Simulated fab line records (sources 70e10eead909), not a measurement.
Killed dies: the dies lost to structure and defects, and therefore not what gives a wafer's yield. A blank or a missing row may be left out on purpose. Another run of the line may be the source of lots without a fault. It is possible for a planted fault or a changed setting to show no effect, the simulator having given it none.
A struck lot beside a sound one :: flow nand_harc :: 22 out of 1159 route steps
Sound: wafers L137.3, L137.5, L137.6. Struck: wafer L148.2; the same lot's L148.3 was not struck, so it is left out; see the end for the cause.
Per side, at each step with rows, come the tool, then ch with its chambers, and then its first start. Under that, the readings that differ: sound wafers :: struck wafers :: difference of the means :: sigmas: that difference in standard deviations of wafers without a fault.
alike: readings with means less than 2 such deviations apart, plus words and numbers identical on both sides. not compared: withheld readings, readings lacking a value on some wafer, bounds such as >300 that could conceal the same value, and numbers that have no deviation in the record and whose values overlap.
The two part at a step that has a row with sigmas, a row that says differs or no value, or rows on one side only. When numbers do not overlap yet have no deviation, they are printed without sigmas and do not part them. A reading that every wafer of one side lacks parts them only if that side has two wafers or more.

NHARC_A_CONTACT_CMP_20: polishes, t overpolish 30 s, target thk 300 nm.
  sound on cmp-01 ch 0,1, day 18 16:14; struck on cmp-03 ch 3, day 20 13:26
  alike: motor_current_A, overpolish_run_s, time_to_endpoint_s
  not compared: pad_life_wafers
following that, these wafers have no rows for 1 step: NHARC_A_CONTACT_SRD_22.
NHARC_A_CONTACT_INSPECT_23:
  sound on defect_inspect-02, day 18 16:37; struck on defect_inspect-01, day 20 13:49
  alike: raw_defect_count
then, 8 steps without rows for these wafers: NHARC_A_BLC_DEHYDRATE_00 (time 120 s); NHARC_A_BLC_HMDS_01 (time 30 s); NHARC_A_BLC_COAT_02 (time 75 s); NHARC_A_BLC_COAT_03 (time 65 s); NHARC_A_BLC_COAT_04 (resist thk 90 nm); NHARC_A_BLC_SOFTBAKE_05 (time 55 s); NHARC_A_BLC_EBR_06; NHARC_A_BLC_EXPOSE_07 (exposes mask A BLC, target cd 100 nm).
NHARC_A_BLC_PEB_08: peb time 65 s.
  sound on litho_track-06 ch 0, day 18 16:56; struck on litho_track-01 ch 0, day 20 14:15
  alike: heater_power_total_W
then, 1 step without rows for these wafers: NHARC_A_BLC_DEVELOP_09 (develop time 35 s).
NHARC_A_BLC_CD_MEAS_10 targets a cd of 100 nm.
  sound on cd_sem-02 ch 0, day 18 17:01; struck on cd_sem-02 ch 0, day 20 14:20
reading: cd_nm (nm)
sound: 100.2 99.9 101.2
struck: 104.2
difference: +3.8
sigmas: +8
NHARC_A_BLC_OVL_MEAS_11:
  sound on overlay-02, day 18 17:05; struck on overlay-02, day 20 14:25
reading: overlay_x_nm (nm)
sound: 0.2 0.5 0.5
struck: -1.5
difference: -1.9
sigmas: -2

reading: overlay_y_nm (nm)
sound: 1.7 1.1 1.5
struck: -0.4
difference: -1.8
sigmas: -2
NHARC_A_BLC_INSPECT_12:
  sound on defect_inspect-02, day 18 17:08; struck on defect_inspect-01, day 20 14:28
reading: raw_defect_count
sound: 21 20 18
struck: 59
difference: +39
sigmas: +2
NHARC_A_BLC_DESCUM_15: chemistry O2, time 3 s.
  sound on rie_diel-11 ch 0,1,3, day 18 17:13; struck on rie_diel-11 ch 3, day 20 14:32
reading: model.A_BLC.cd_nm (nm)
sound: 99.97 99.9 101.1
struck: 104.3
difference: +4.0
sigmas: 
  alike: drypump_motor_current_A, mfc_ar_sccm, oes_product_au, rf_vpp_V, showerhead_plenum_p_Torr, throttle_valve_pct
  not compared: rf_hours_counter_h
NHARC_A_BLC_ETCH_16: etches the open film in CF4, target depth 39 nm, time 65 s.
  sound on rie_diel-11 ch 0,1, day 18 17:17; struck on rie_diel-11 ch 1, day 20 14:36
  alike: drypump_motor_current_A, mfc_ar_sccm, oes_product_au, rf_vpp_V, showerhead_plenum_p_Torr, throttle_valve_pct
  not compared: rf_hours_counter_h
NHARC_A_BLC_ETCH_17: etches the open film in N2/H2, target depth 390 nm, time 609.38 s.
  sound on rie_diel-11 ch 2,3; struck on rie_diel-11 ch 2
  alike: drypump_motor_current_A, h2_flow_sccm, mfc_ar_sccm, oes_product_au, rf_vpp_V, showerhead_plenum_p_Torr, throttle_valve_pct
  not compared: rf_hours_counter_h
NHARC_A_BLC_ETCH_18: etches the open film in C4F8/O2/Ar, target depth 910 nm.
  sound on rie_diel-11 ch 1,2; struck on rie_diel-11 ch 3
reading: model.A_BLC.cd_nm (nm)
sound: 101.2 100.4 100.8
struck: 104
difference: +3
sigmas: 
  alike: oes_product_au, rf_vpp_V
  not compared: rf_hours_counter_h
NHARC_A_BLC_CD_MEAS_19:
  sound on cd_sem-01, day 18 18:10; struck on cd_sem-02, day 20 15:29
  alike: cd_nm
NHARC_END_SORT_01:
  sound on prober-02 ch 0, day 20 16:02; struck on prober-01 ch 0, day 22 12:45
reading: killed_at_array
sound: 20 18 18
struck: 43
difference: +24
sigmas: +2

reading: killed_dies
sound: 23 20 22
struck: 46
difference: +24
sigmas: +2
  alike: killed_at_other, killed_at_periphery, killed_open, killed_short

## WHERE THEY PART
Earliest at NHARC_A_BLC_CD_MEAS_10; latest, in this record, at NHARC_END_SORT_01.

WHY: what the simulator had put in
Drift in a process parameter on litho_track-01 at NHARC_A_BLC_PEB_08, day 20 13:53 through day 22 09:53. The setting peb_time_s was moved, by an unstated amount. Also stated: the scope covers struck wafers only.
